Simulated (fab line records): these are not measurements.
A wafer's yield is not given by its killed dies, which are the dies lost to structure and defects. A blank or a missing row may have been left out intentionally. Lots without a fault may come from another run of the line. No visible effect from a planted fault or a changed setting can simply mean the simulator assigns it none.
Chamber matching ; flow n5 finfet ; pecvd-03 running N5_BEOL_M8_DEP_56: 3 sister chambers
The step deposits SiCN from 3MS/NH3, target thk 10 nm, time 17.5 s. 24 wafers are shown with their chamber, then 12 later ones without.

## WAFERS WITH THEIR CHAMBER
wafer;chamber;throttle valve pct (%);showerhead plenum p Torr (Torr)
L081.2;1;8.9;3.673
L081.3;0;9.3;3.687
L081.5;2;8.0;3.670
L084.1;1;9.1;3.674
L084.3;0;8.9;3.679
L084.6;2;8.0;3.671
L086.4;1;9.0;3.671
L086.5;2;7.9;3.662
L086.6;1;9.1;3.674
L088.1;2;7.8;3.665
L088.2;1;9.2;3.664
L088.3;0;8.9;3.684
L088.4;0;8.9;3.675
L088.5;2;7.7;3.665
L088.6;1;9.1;3.676
L092.1;0;8.6;3.670
L092.4;0;8.9;3.677
L092.5;1;8.9;3.668
L091.1;2;7.9;3.674
L091.2;0;9.1;3.667
L091.3;1;9.2;3.684
L091.4;0;9.0;3.679
L091.5;1;9.1;3.673
L091.6;2;7.8;3.682

SIGNATURES, as means of the wafers listed above
reading;chamber 0;chamber 1;chamber 2;scatter within a chamber
throttle valve pct;8.950;9.067;7.871;0.147
showerhead plenum p Torr;3.67725;3.67300;3.66986;0.00627
Rule: for each reading, subtract the chamber's mean from the wafer's reading, divide by that reading's scatter and square the result; add these up over the readings and take the root, which gives the wafer's distance from the chamber. The wafer belongs to the nearest chamber; if the next one is less than 2 further off, it can't be placed. The scatter: take each reading less its chamber's mean, square it, sum over the shown wafers, divide by the number of wafers less the number of chambers, and take the root.

## WAFERS MISSING THEIR CHAMBER
wafer;throttle valve pct (%);showerhead plenum p Torr (Torr)
L090.1;7.9;3.670
L090.2;9.0;3.681
L090.3;9.0;3.681
L090.4;9.2;3.677
L090.5;8.1;3.670
L090.6;8.6;3.675
L097.1;9.3;3.682
L097.2;8.8;3.675
L097.5;8.0;3.661
L096.4;8.9;3.675
L096.5;8.2;3.675
L096.6;8.5;3.674

## EACH ONE'S CHAMBER
wafer;from the rows above;in truth
L090.1;2;2
L090.2;can't be placed: 0 or 1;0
L090.3;can't be placed: 0 or 1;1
L090.4;can't be placed: 1 or 0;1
L090.5;2;2
L090.6;can't be placed: 0 or 1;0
L097.1;can't be placed: 1 or 0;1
L097.2;can't be placed: 0 or 1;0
L097.5;2;2
L096.4;can't be placed: 0 or 1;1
L096.5;2;2
L096.6;can't be placed: 0 or 1 or 2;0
Correctly placed: 4 of 12. Unplaceable from these rows: 8, with the true chamber sitting among the candidates in 8. Wrongly placed: 0.
